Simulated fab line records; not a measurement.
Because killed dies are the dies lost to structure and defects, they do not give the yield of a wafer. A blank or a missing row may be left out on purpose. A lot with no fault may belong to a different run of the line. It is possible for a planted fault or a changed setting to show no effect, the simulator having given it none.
Matching of chambers | flow n5_finfet | N5_BEOL_M14_TRENCH_ETCH_34 on rie_diel-01: 4 sister chambers
The step etches SiO2 in C4F8/O2/Ar, target depth 556.65 nm, time 126.9 s. 18 wafers are shown with their chamber, then 9 later ones without.

WAFERS, EACH WITH ITS CHAMBER
wafer  | chamber | rf_vpp_V (V) | drypump_motor_current_A (A) | showerhead_plenum_p_Torr (Torr)
L075.1 | 1       | 2188         | 5.8                         | 3.68
L075.3 | 3       | 2256         | 6.6                         | 3.49
L075.4 | 2       | 2237         | 5.2                         | 3.61
L079.1 | 1       | 2188         | 5.7                         | 3.68
L079.3 | 2       | 2236         | 5.2                         | 3.60
L079.4 | 3       | 2257         | 6.6                         | 3.48
L078.2 | 1       | 2188         | 5.8                         | 3.68
L078.4 | 3       | 2255         | 6.6                         | 3.48
L078.5 | 1       | 2188         | 5.8                         | 3.68
L077.1 | 3       | 2257         | 6.6                         | 3.48
L077.3 | 0       | 2228         | 6.4                         | 3.57
L077.6 | 2       | 2238         | 5.3                         | 3.60
L084.2 | 1       | 2185         | 5.8                         | 3.67
L084.3 | 2       | 2235         | 5.2                         | 3.60
L084.5 | 0       | 2225         | 6.3                         | 3.56
L086.1 | 1       | 2186         | 5.7                         | 3.66
L086.3 | 0       | 2225         | 6.3                         | 3.56
L086.4 | 3       | 2255         | 6.6                         | 3.47

SIGNATURES, as means of the wafers listed above
reading                  | chamber 0 | chamber 1 | chamber 2 | chamber 3 | scatter within a chamber
rf_vpp_V                 | 2226.00   | 2187.17   | 2236.50   | 2256.00   | 1.3
drypump_motor_current_A  | 6.333     | 5.767     | 5.225     | 6.600     | 0.0443
showerhead_plenum_p_Torr | 3.5633    | 3.6750    | 3.6025    | 3.4800    | 0.00703
Rule: a wafer lies at a distance from a chamber equal to the root of the sum of squares, over the readings, of (its reading less the chamber's mean, divided by the reading's scatter). If the next closest chamber is less than 2 further off than the closest, the wafer can't be placed; otherwise it belongs to the closest. How the scatter is found: for the shown wafers, subtract from each reading the mean of its chamber, square and add these, divide the total by (wafers less chambers), then take the root.

WAFERS WHOSE CHAMBER IS MISSING
wafer  | rf_vpp_V (V) | drypump_motor_current_A (A) | showerhead_plenum_p_Torr (Torr)
L091.3 | 2235         | 5.2                         | 3.59
L091.4 | 2256         | 6.6                         | 3.47
L091.6 | 2225         | 6.3                         | 3.55
L095.2 | 2235         | 5.2                         | 3.58
L095.4 | 2254         | 6.6                         | 3.46
L095.6 | 2186         | 5.8                         | 3.65
L096.1 | 2234         | 5.2                         | 3.58
L096.5 | 2225         | 6.3                         | 3.55
L096.6 | 2254         | 6.6                         | 3.46

WHICH CHAMBER EACH ONE RAN IN
wafer  | from the rows above | in truth
L091.3 | 2                   | 2
L091.4 | 3                   | 3
L091.6 | 0                   | 0
L095.2 | 2                   | 2
L095.4 | 3                   | 3
L095.6 | 1                   | 1
L096.1 | 2                   | 2
L096.5 | 0                   | 0
L096.6 | 3                   | 3
Correct placement for 9 of the 9. Number that these rows cannot place: 0. Number placed wrongly: 0.
